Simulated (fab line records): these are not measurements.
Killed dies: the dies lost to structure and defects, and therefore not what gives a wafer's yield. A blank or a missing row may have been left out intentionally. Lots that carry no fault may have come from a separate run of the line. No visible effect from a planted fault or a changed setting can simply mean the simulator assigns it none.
Matching of chambers / flow n5_finfet / N5_FIN_SAQP_PECVD_06 on pecvd-04 has 3 sister chambers
The step deposits a-Si from SiH4/He, target thk 60 nm, time 48.1 s. 14 wafers are shown with their chamber, then 7 later ones without.

## WAFERS PAIRED WITH THEIR CHAMBERS
wafer=L074.1; chamber=0; throttle_valve_pct (%)=18.3; showerhead_plenum_p_Torr (Torr)=5.64; heater_power_w (W)=1059
wafer=L074.2; chamber=1; throttle_valve_pct (%)=17.2; showerhead_plenum_p_Torr (Torr)=5.63; heater_power_w (W)=756
wafer=L074.3; chamber=2; throttle_valve_pct (%)=18.3; showerhead_plenum_p_Torr (Torr)=5.57; heater_power_w (W)=935
wafer=L074.4; chamber=1; throttle_valve_pct (%)=17.3; showerhead_plenum_p_Torr (Torr)=5.61; heater_power_w (W)=782
wafer=L074.5; chamber=2; throttle_valve_pct (%)=18.2; showerhead_plenum_p_Torr (Torr)=5.56; heater_power_w (W)=973
wafer=L074.6; chamber=0; throttle_valve_pct (%)=18.1; showerhead_plenum_p_Torr (Torr)=5.64; heater_power_w (W)=1053
wafer=L077.1; chamber=2; throttle_valve_pct (%)=18.2; showerhead_plenum_p_Torr (Torr)=5.56; heater_power_w (W)=954
wafer=L077.2; chamber=1; throttle_valve_pct (%)=16.9; showerhead_plenum_p_Torr (Torr)=5.62; heater_power_w (W)=849
wafer=L077.4; chamber=1; throttle_valve_pct (%)=17.3; showerhead_plenum_p_Torr (Torr)=5.62; heater_power_w (W)=848
wafer=L080.2; chamber=1; throttle_valve_pct (%)=17.3; showerhead_plenum_p_Torr (Torr)=5.61; heater_power_w (W)=822
wafer=L080.3; chamber=0; throttle_valve_pct (%)=18.2; showerhead_plenum_p_Torr (Torr)=5.64; heater_power_w (W)=900
wafer=L080.4; chamber=2; throttle_valve_pct (%)=18.2; showerhead_plenum_p_Torr (Torr)=5.58; heater_power_w (W)=875
wafer=L085.2; chamber=0; throttle_valve_pct (%)=18.4; showerhead_plenum_p_Torr (Torr)=5.67; heater_power_w (W)=1053
wafer=L085.5; chamber=2; throttle_valve_pct (%)=18.4; showerhead_plenum_p_Torr (Torr)=5.55; heater_power_w (W)=1023

SIGNATURES (means of the wafers above)
reading=throttle_valve_pct; chamber 0=18.250; chamber 1=17.200; chamber 2=18.260; scatter within a chamber=0.136
reading=showerhead_plenum_p_Torr; chamber 0=5.6475; chamber 1=5.6180; chamber 2=5.5640; scatter within a chamber=0.0116
reading=heater_power_w; chamber 0=1016.25; chamber 1=811.40; chamber 2=952.00; scatter within a chamber=57.6
Rule: distance of a wafer from a chamber = root of the sum over the readings of ((wafer's reading minus chamber's mean) / reading's scatter) squared. If the next closest chamber is less than 2 further off than the closest, the wafer can't be placed; otherwise it belongs to the closest. The scatter is the square root of a quotient: the sum, over the shown wafers, of each reading's squared deviation from its chamber's mean, divided by wafers minus chambers.

## WAFERS MISSING THEIR CHAMBER
wafer=L085.6; throttle_valve_pct (%)=18.5; showerhead_plenum_p_Torr (Torr)=5.65; heater_power_w (W)=1068
wafer=L089.2; throttle_valve_pct (%)=18.1; showerhead_plenum_p_Torr (Torr)=5.65; heater_power_w (W)=1040
wafer=L089.4; throttle_valve_pct (%)=18.5; showerhead_plenum_p_Torr (Torr)=5.56; heater_power_w (W)=1011
wafer=L089.6; throttle_valve_pct (%)=18.4; showerhead_plenum_p_Torr (Torr)=5.56; heater_power_w (W)=1027
wafer=L090.1; throttle_valve_pct (%)=18.2; showerhead_plenum_p_Torr (Torr)=5.57; heater_power_w (W)=906
wafer=L090.2; throttle_valve_pct (%)=17.6; showerhead_plenum_p_Torr (Torr)=5.62; heater_power_w (W)=813
wafer=L090.6; throttle_valve_pct (%)=18.4; showerhead_plenum_p_Torr (Torr)=5.56; heater_power_w (W)=907

## THE CHAMBER EACH PASSED THROUGH
wafer=L085.6; from the rows above=0; in truth=0
wafer=L089.2; from the rows above=0; in truth=0
wafer=L089.4; from the rows above=2; in truth=2
wafer=L089.6; from the rows above=2; in truth=2
wafer=L090.1; from the rows above=2; in truth=2
wafer=L090.2; from the rows above=1; in truth=1
wafer=L090.6; from the rows above=2; in truth=2
Correct placement for 7 of the 7. Can't be placed from these rows: 0. Placed wrongly: 0.
